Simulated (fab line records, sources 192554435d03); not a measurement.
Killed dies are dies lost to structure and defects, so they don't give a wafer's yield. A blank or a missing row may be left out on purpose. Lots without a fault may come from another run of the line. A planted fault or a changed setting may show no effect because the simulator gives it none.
One fault seen from 2 desks | flow n5_finfet | each desk has only its own numbers; what lay behind them comes last

THE TOOL OWNER'S DESK: rie_diel-01
The tool's own readings at N5_ZERO_LAYER_ETCH_17 (etches SiO2 in CF4, target depth 12 nm, time 13.3 s): means of the sampled wafers that have a number, for each lot that ran on this tool. A lot is out of limits, marked OUT, if its mean lies more than 4 standard deviations from the usual mean; the brackets give that distance.
Columns: A = drypump_motor_current_A at N5_ZERO_LAYER_ETCH_17, usual 5.7 A; B = oes_product_au at N5_ZERO_LAYER_ETCH_17, usual 0.80 a.u.; C = rf_vpp_V at N5_ZERO_LAYER_ETCH_17, usual 949 V; D = showerhead_plenum_p_Torr at N5_ZERO_LAYER_ETCH_17, usual 2.14 Torr; E = throttle_valve_pct at N5_ZERO_LAYER_ETCH_17, usual 15.62 %
lot  | first seen here | A   | B    | C   | D    | E
L445 | day 3 00:52     | 5.7 | 0.86 | 949 | 2.15 | 15.47
L450 | day 4 06:43     | 5.5 | 0.79 | 948 | 2.11 | 15.56
This desk's finding: nothing out of limits on any of the 2 lots.

THE METROLOGY DESK
What the gauges read, lot by lot, whatever tool the lot ran on: means of the sampled wafers that have a number. A lot is out of limits, marked OUT, if its mean lies more than 4 standard deviations from the usual mean; the brackets give that distance. Of its 11 readings 7 are shown: those that lie furthest out on some lot.
Columns: A = cd_nm at N5_ZERO_LAYER_CD_MEAS_11, usual 1999.9 nm; B = DIBL_P at N5_BEOL_M4_RC_MEAS_101, usual 36.4 mV/V; C = IOFF_P at N5_BEOL_M4_RC_MEAS_101, usual 0.210 nA/um; D = ION_N at N5_BEOL_M4_RC_MEAS_101, usual 675 uA/um; E = ION_P at N5_BEOL_M4_RC_MEAS_101, usual 463 uA/um; F = VT_N at N5_BEOL_M4_RC_MEAS_101, usual 250 mV; G = VT_P at N5_BEOL_M4_RC_MEAS_101, usual -250.3 mV
lot  | first seen here | A      | B    | C     | D   | E   | F   | G
L439 | day 1 12:38     | 2001.8 | 34.8 | 0.222 | 664 | 462 | 253 | -249.5
L445 | day 3 00:47     | 2000.2 | 34.5 | 0.219 | 678 | 468 | 250 | -248.5
L450 | day 4 06:38     | 2000.9 | 36.8 | 0.211 | 664 | 462 | 254 | -250.0
L456 | day 5 18:52     | 1999.1 | 35.8 | 0.189 | 683 | 463 | 249 | -252.4
L461 | day 7 00:46     | 1997.8 | 37.5 | 0.244 | 685 | 474 | 248 | -247.7
This desk's finding: nothing out of limits on any of the 5 lots.

PUT TOGETHER
The tool owner's desk saw nothing out of limits.
The metrology desk saw nothing out of limits.

WHAT THE SIMULATOR HAD PUT IN
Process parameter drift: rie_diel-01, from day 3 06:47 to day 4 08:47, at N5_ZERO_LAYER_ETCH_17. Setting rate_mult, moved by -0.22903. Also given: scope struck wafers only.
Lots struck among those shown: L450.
